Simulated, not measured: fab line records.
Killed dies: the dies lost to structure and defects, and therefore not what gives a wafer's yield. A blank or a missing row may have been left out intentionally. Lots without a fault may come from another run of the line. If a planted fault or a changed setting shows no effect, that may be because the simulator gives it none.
The tool behind it: which one? + flow nand harc + 12 lots, 36 wafers sampled, at 2 steps of a route of 1302

== WHAT EACH GAUGE READ, for each wafer ==
NHARC_A_CHANNEL_HOLE_D2_CD_MEAS_10: the cd target is 100 nm.
| lot  | measured     | on        | cd nm (nm)        |
|------|--------------|-----------|-------------------|
| L074 | day 13 05:23 | cd sem-03 | 100.1 100.3 99.8  |
| L077 | day 14 03:03 | cd sem-03 | 100.2 100.9 99.6  |
| L079 | day 15 06:59 | cd sem-02 | 100.1 99.8 100.0  |
| L081 | day 15 16:19 | cd sem-03 | 99.6 99.9 100.5   |
| L083 | day 16 12:29 | cd sem-02 | 100.4 100.2 100.1 |
| L085 | day 17 21:50 | cd sem-02 | 100.0 99.5 99.6   |
| L087 | day 17 22:58 | cd sem-02 | 99.9 99.9 99.5    |
| L088 | day 19 07:18 | cd sem-03 | 100.1 100.6 100.4 |
| L091 | day 20 02:09 | cd sem-03 | 99.9 100.4 99.7   |
| L093 | day 20 13:35 | cd sem-02 | 99.7 100.5 100.3  |
| L095 | day 21 19:10 | cd sem-03 | 99.8 100.3 100.1  |
| L097 | day 22 06:49 | cd sem-01 | 100.0 100.1 100.2 |

== WHICH TOOL RAN EACH LOT (tool, then ch and the chambers of the sampled wafers, then the start) ==
| lot  | NHARC_A_CHANNEL_HOLE_D1_STRIP_27              |
|------|-----------------------------------------------|
| L074 | rie diel-01 ch 0,1,2, day 13 05:23 or earlier |
| L077 | rie diel-09 ch 1,2, day 14 03:03 or earlier   |
| L079 | rie diel-09 ch 0,1,2, day 15 06:59 or earlier |
| L081 | rie diel-01 ch 0,2,3, day 15 16:19 or earlier |
| L083 | rie diel-09 ch 0,1, day 16 12:29 or earlier   |
| L085 | rie diel-01 ch 0,3, day 17 21:50 or earlier   |
| L087 | rie diel-02 ch 1,3, day 17 22:58 or earlier   |
| L088 | rie diel-02 ch 2,3, day 19 07:18 or earlier   |
| L091 | rie diel-01 ch 1,2,3, day 20 02:09 or earlier |
| L093 | rie diel-01 ch 0,1,3, day 20 13:35 or earlier |
| L095 | rie diel-01 ch 1,2,3, day 21 19:10 or earlier |
| L097 | rie diel-01 ch 1,2,3, day 22 06:49 or earlier |
- NHARC_A_CHANNEL_HOLE_D1_STRIP_27: strips in O2.

== THE ANSWER, worked out from the rows above alone ==
Rule: the lots themselves supply what counts as usual. The widest of any qualifying gaps counts: lots, ordered by their means at a reading, are off when they make up no more than a third of the lots, leave a main group of 4 or more, and stand apart from it by 3 or more times the standard deviation of that group's means. A main group is skipped when, at the precision printed for the reading in the tables above, its means are all equal. Also off: a lot with no number at a reading for which 4 or more lots have one. All remaining lots with rows at the step are treated as sound.
No lot is off at any reading shown: from this, nothing can be told.

== WHAT HAD BEEN PUT IN BY THE SIMULATOR ==
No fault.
